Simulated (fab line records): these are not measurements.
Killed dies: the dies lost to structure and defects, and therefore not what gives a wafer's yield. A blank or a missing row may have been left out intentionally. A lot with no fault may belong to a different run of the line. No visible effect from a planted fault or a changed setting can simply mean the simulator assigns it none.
Split-lot experiment | flow n5Finfet | route with 1938 steps; 7 lots, 39 wafers read

SPLIT DETAILS
At N5_BEOL_M0_SAQP_PECVD_96 (deposits a-Si from SiH4/He, target thk 45 nm, time 45.2 s), the setting timeS was moved away from the recipe's 45.2 s on 15 of the 39 wafers read, by -59.3% to +55.7%. This setting was run at the recipe's value on the other wafers.

FROM THE SPLIT TO THE READING: what the file shows between them, 4 steps
- N5_BEOL_M0_SAQP_PECVD_97: deposits SiNx from SiH4/NH3/N2, target thk 23 nm, time 19.9 s
- N5_BEOL_M0_SAQP_PECVD_04: deposits a-Si from SiH4/He, target thk 60 nm, time 60.2 s
- N5_BEOL_M0_SAQP_ETCH_101: etches SiNx in CH3F/O2, target depth 29.9 nm, time 42.7 s
- N5_BEOL_M0_SAQP_ETCH_102: etches SiO2 in CF4, target depth 4 nm, time 4.4 s

THE READING
oesProductAu, in a.u., at N5_BEOL_M0_SAQP_MANDREL_ETCH_103 (etches a-Si in HBr/Cl2, stops on SiCN, target depth 45 nm, bt time 10 s, time 27 s). Typical for fault-free wafers on this fab line: 0.682 a.u., with standard deviation 0.014 a.u.

wafer  | tool, chamber at the split | timeS as run, s | against the recipe | oesProductAu, a.u. | against lot-mates on the recipe
L077.1 | pecvd-03, 0                | 45.2            | recipe             | 0.690              | -
L077.2 | pecvd-03, 1                | 70.36           | +55.7%             | 0.872              | +0.184
L077.3 | pecvd-03, 2                | 70.36           | +55.7%             | 0.884              | +0.196
L077.4 | pecvd-03, 1                | 45.2            | recipe             | 0.684              | -
L077.5 | pecvd-03, 0                | 45.2            | recipe             | 0.690              | -
L077.6 | pecvd-03, 2                | 70.36           | +55.7%             | 0.897              | +0.209
L082.1 | pecvd-02, 0                | 45.2            | recipe             | 0.662              | -
L082.2 | pecvd-02, 1,2              | 45.2            | recipe             | 0.685              | -
L082.3 | pecvd-02, 1,2              | 45.2            | recipe             | 0.690              | -
L082.4 | pecvd-02, 0                | 45.2            | recipe             | 0.693              | -
L082.5 | pecvd-02, 2                | 45.2            | recipe             | 0.684              | -
L082.6 | pecvd-02, 1                | 45.2            | recipe             | 0.663              | -
L084.1 | pecvd-03, 2,1              | 45.2            | recipe             | 0.688              | -
L084.2 | pecvd-03, 0                | 23.67           | -47.6%             | 0.477              | -0.206
L084.3 | pecvd-03, 1                | 23.67           | -47.6%             | 0.480              | -0.203
L084.4 | pecvd-03, 0                | 45.2            | recipe             | 0.694              | -
L084.5 | pecvd-03, 2,1              | 45.2            | recipe             | 0.667              | -
L084.6 | pecvd-03, 2                | 23.67           | -47.6%             | 0.514              | -0.169
L085.1 | pecvd-03, 0                | 45.2            | recipe             | 0.689              | -
L085.2 | pecvd-03, 2                | 45.2            | recipe             | 0.668              | -
L085.3 | pecvd-03, 1                | 45.2            | recipe             | 0.679              | -
L085.4 | pecvd-03, 0                | 18.4            | -59.3%             | 0.442              | -0.237
L085.5 | pecvd-03, 1                | 18.4            | -59.3%             | 0.423              | -0.256
L085.6 | pecvd-03, 2                | 18.4            | -59.3%             | 0.458              | -0.221
L086.1 | pecvd-01, 1,0              | 45.2            | recipe             | 0.666              | -
L086.2 | pecvd-01, 1,0              | 45.2            | recipe             | 0.681              | -
L086.3 | pecvd-01, 0                | 60.91           | +34.8%             | 0.817              | +0.146
L086.4 | pecvd-01, 1                | 60.91           | +34.8%             | 0.830              | +0.159
L086.5 | pecvd-01, 1                | 60.91           | +34.8%             | 0.818              | +0.147
L086.6 | pecvd-01, 0                | 45.2            | recipe             | 0.666              | -
L092.1 | pecvd-03, 1                | 58.15           | +28.7%             | 0.796              | +0.124
L092.2 | pecvd-03, 2                | 45.2            | recipe             | 0.657              | -
L092.3 | pecvd-03, 0                | 45.2            | recipe             | 0.694              | -
L092.4 | pecvd-03, 1                | 45.2            | recipe             | 0.666              | -
L092.5 | pecvd-03, 0                | 58.15           | +28.7%             | 0.800              | +0.128
L092.6 | pecvd-03, 2                | 58.15           | +28.7%             | 0.813              | +0.141
L096.1 | pecvd-01, 2                | 45.2            | recipe             | 0.658              | -
L096.2 | pecvd-01, 1                | 45.2            | recipe             | 0.686              | -
L096.4 | pecvd-01, 2                | 45.2            | recipe             | 0.701              | -
When a row names more than one chamber, that row covers several wafers, and the file does not tell which wafer ran in which chamber.

FIT RESULTS
A straight line over all 39 wafers: oesProductAu changes by +0.00394 a.u. for each +1% of timeS; r = +0.99; the points scatter about the line by 0.014 a.u.
The same after taking each lot's own level away (the mean of its wafers on the recipe; 39 wafers): +0.00396 a.u. for each +1%; r = +0.99; scatter 0.015 a.u.
That fit puts the effect of the largest move of timeS on the reading at 0.23 a.u.
From 0.6710 to 0.6880 a.u.: that is the span of the lots' own levels, equal to 1.2 times the standard deviation above.
The two slopes are in agreement: the lot-to-lot level therefore moves the slope only a little.
Check: for one of the wafers moved furthest among these (-59.3%), held out of the fit, the line's prediction against its lot-mates is -0.234 a.u. Against them it came out at -0.237 a.u.

OTHER SPLITS APPLIED TO THESE WAFERS
Before the reading, these wafers also passed through other splits. Each is held against what the fit with the lots' levels taken away leaves over:
other split on the same wafers    | wafers away from the commonest value | r with oesProductAu (lot level and that fit taken away)
N5_FIN_SAQP_PECVD_06 timeS        | 15                                   | -0.13
N5_SDB_ALD_29 aldCycles           | 15                                   | +0.24
N5_HKMG_FIN_PWFM_ALD_03 aldCycles | 12                                   | -0.05

THE WHOLE CHAIN: every reading that the file lists as answering this split, in the file's order
step                             | what it does                                                                       | reading                                                                              | change (the file's fit)                   | r (the file's)
N5_BEOL_M0_SAQP_PECVD_96         | deposits a-Si from SiH4/He, target thk 45 nm, time 45.2 s                          | a-Si_of_BEOL_M0_SAQP_PECVD_96.thkNm (the simulator's own value, which no gauge read) | +0.453 nm for each +1% of the setting     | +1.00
N5_BEOL_M0_SAQP_MANDREL_ETCH_103 | etches a-Si in HBr/Cl2, stops on SiCN, target depth 45 nm, bt time 10 s, time 27 s | oesProductAu                                                                         | +0.00395 a.u. for each +1% of the setting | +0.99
N5_BEOL_M0_SAQP_MANDREL_ETCH_103 | etches a-Si in HBr/Cl2, stops on SiCN, target depth 45 nm, bt time 10 s, time 27 s | etch.depthNm (the simulator's own value, which no gauge read)                        | +0.453 nm for each +1% of the setting     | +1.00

FILE'S OWN FIT
oesProductAu changes by +0.00395 a.u. for each +1% of timeS, r = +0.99.
